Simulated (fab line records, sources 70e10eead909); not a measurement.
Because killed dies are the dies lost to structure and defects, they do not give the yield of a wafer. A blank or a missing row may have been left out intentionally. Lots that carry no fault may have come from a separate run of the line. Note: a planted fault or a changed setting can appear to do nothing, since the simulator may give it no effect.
Which of the tools did it? :: flow nandHarc :: Sampling: 11 lots, 33 wafers, 5 of 1302 route steps

== WHAT EACH GAUGE READ, for each wafer ==
NHARC_A_SIN_REMOVE_INSPECT_04.
lot: L864
measured: day 20 13:25
on: defectInspect-02
rawDefectCount: 307 353 336

lot: L870
measured: day 22 22:10
on: defectInspect-02
rawDefectCount: 702 730 744

lot: L872
measured: day 23 13:31
on: defectInspect-02
rawDefectCount: 665 745 695

lot: L879
measured: day 26 03:32
on: defectInspect-01
rawDefectCount: 341 434 434

lot: L880
measured: day 27 14:16
on: defectInspect-01
rawDefectCount: 296 345 368

lot: L882
measured: day 28 00:29
on: defectInspect-02
rawDefectCount: 469 316 456

lot: L885
measured: day 28 11:00
on: defectInspect-02
rawDefectCount: 539 520 430

lot: L884
measured: day 28 14:36
on: defectInspect-02
rawDefectCount: 422 544 332

lot: L883
measured: day 28 14:39
on: defectInspect-01
rawDefectCount: 482 392 257

lot: L886
measured: day 29 02:26
on: defectInspect-01
rawDefectCount: 379 339 277

lot: L887
measured: day 29 23:11
on: defectInspect-01
rawDefectCount: 315 410 378

== TOOL THAT RAN EACH LOT (tool first, then ch and the chambers of the sampled wafers, then the start) ==
lot: L864
NHARC_A_SGD_CUT_ETCHBACK_24: rieDiel-13 ch 2,3, day 19 19:25
NHARC_A_SLIT_DEP_25: pecvd-01 ch 0,1, day 19 19:42
NHARC_A_SLIT_DEP_00: aclDep-01 ch 0, day 19 20:02
NHARC_A_SLIT_ETCH_26: harEtch-02 ch 0,1, day 20 05:38

lot: L870
NHARC_A_SGD_CUT_ETCHBACK_24: rieDiel-12 ch 1,2,3, day 22 04:07
NHARC_A_SLIT_DEP_25: pecvd-03 ch 1,2, day 22 04:28
NHARC_A_SLIT_DEP_00: aclDep-02 ch 0, day 22 04:46
NHARC_A_SLIT_ETCH_26: harEtch-02 ch 0,1, day 22 14:08

lot: L872
NHARC_A_SGD_CUT_ETCHBACK_24: rieDiel-02 ch 0,1,2, day 22 18:51
NHARC_A_SLIT_DEP_25: pecvd-01 ch 0,1, day 22 19:10
NHARC_A_SLIT_DEP_00: aclDep-03 ch 0, day 22 19:30
NHARC_A_SLIT_ETCH_26: harEtch-02 ch 0,1, day 23 05:23

lot: L879
NHARC_A_SGD_CUT_ETCHBACK_24: rieDiel-13 ch 2,3, day 25 07:40
NHARC_A_SLIT_DEP_25: pecvd-03 ch 0,2, day 25 08:04
NHARC_A_SLIT_DEP_00: aclDep-01 ch 0, day 25 11:20
NHARC_A_SLIT_ETCH_26: harEtch-01 ch 0,1, day 25 19:36

lot: L880
NHARC_A_SGD_CUT_ETCHBACK_24: rieDiel-12 ch 1,2,3, day 26 12:44
NHARC_A_SLIT_DEP_25: pecvd-01 ch 0,1,2, day 26 13:04
NHARC_A_SLIT_DEP_00: aclDep-02 ch 0, day 26 19:50
NHARC_A_SLIT_ETCH_26: harEtch-02 ch 0, day 27 06:16

lot: L882
NHARC_A_SGD_CUT_ETCHBACK_24: rieDiel-13 ch 0,2,3, day 27 02:59
NHARC_A_SLIT_DEP_25: pecvd-03 ch 1,2, day 27 03:18
NHARC_A_SLIT_DEP_00: aclDep-03 ch 0, day 27 03:38
NHARC_A_SLIT_ETCH_26: harEtch-02 ch 0,1, day 27 16:26

lot: L885
NHARC_A_SGD_CUT_ETCHBACK_24: rieDiel-12 ch 0,3, day 27 16:38
NHARC_A_SLIT_DEP_25: pecvd-02 ch 0,2, day 27 16:59
NHARC_A_SLIT_DEP_00: aclDep-01 ch 0, day 27 17:17
NHARC_A_SLIT_ETCH_26: harEtch-02 ch 0,1, day 28 02:55

lot: L884
NHARC_A_SGD_CUT_ETCHBACK_24: rieDiel-02 ch 0,2,3, day 27 16:40
NHARC_A_SLIT_DEP_25: pecvd-01 ch 0,2, day 27 17:02
NHARC_A_SLIT_DEP_00: aclDep-03 ch 0, day 27 17:18
NHARC_A_SLIT_ETCH_26: harEtch-01 ch 1, day 28 06:19

lot: L883
NHARC_A_SGD_CUT_ETCHBACK_24: rieDiel-13 ch 1,2,3, day 27 16:40
NHARC_A_SLIT_DEP_25: pecvd-03 ch 0,1,2, day 27 17:01
NHARC_A_SLIT_DEP_00: aclDep-02 ch 0, day 27 17:17
NHARC_A_SLIT_ETCH_26: harEtch-02 ch 0,1, day 28 06:43

lot: L886
NHARC_A_SGD_CUT_ETCHBACK_24: rieDiel-13 ch 1,2, day 27 16:49
NHARC_A_SLIT_DEP_25: pecvd-03 ch 0,2, day 27 17:11
NHARC_A_SLIT_DEP_00: aclDep-03 ch 0, day 27 21:01
NHARC_A_SLIT_ETCH_26: harEtch-01 ch 0, day 28 18:07

lot: L887
NHARC_A_SGD_CUT_ETCHBACK_24: rieDiel-02 ch 0,1,2, day 29 05:04
NHARC_A_SLIT_DEP_25: pecvd-01 ch 1,2, day 29 05:52
NHARC_A_SLIT_DEP_00: aclDep-01 ch 0, day 29 06:13
NHARC_A_SLIT_ETCH_26: harEtch-02 ch 0,1, day 29 15:44
- NHARC_A_SGD_CUT_ETCHBACK_24: etches the open film in CH3F/O2, target depth 50 nm, time 92.857 s.
- NHARC_A_SLIT_DEP_25: deposits SiO2, target thk 200 nm.
- NHARC_A_SLIT_DEP_00: deposits aC, target thk 6200 nm.
- NHARC_A_SLIT_ETCH_26: etches the open film in C4F8/O2/Ar, time 90 s, target depth 400 nm.

== THE ANSWER, worked out from the rows above alone ==
Rule: usual is defined by the lots themselves. The widest of any qualifying gaps counts: lots, ordered by their means at a reading, are off when they make up no more than a third of the lots, leave a main group of 4 or more, and stand apart from it by 3 or more times the standard deviation of that group's means. Not used: any main group whose means are identical at the precision the tables above print for the reading. Also off: a lot with no number at a reading for which 4 or more lots have one. Any other lot the step has rows for is counted as sound.
Off, at NHARC_A_SIN_REMOVE_INSPECT_04 on rawDefectCount: L870, L872. Mean 388 and standard deviation 52 in the main group.
A tool fits if, at a process step before that reading, it ran every lot that is off, and no sound lot after the first of them. Gauges at NHARC_A_SIN_REMOVE_INSPECT_04: tried the same way as those tools. Of those tried, none fits.

== WHAT HAD BEEN PUT IN BY THE SIMULATOR ==
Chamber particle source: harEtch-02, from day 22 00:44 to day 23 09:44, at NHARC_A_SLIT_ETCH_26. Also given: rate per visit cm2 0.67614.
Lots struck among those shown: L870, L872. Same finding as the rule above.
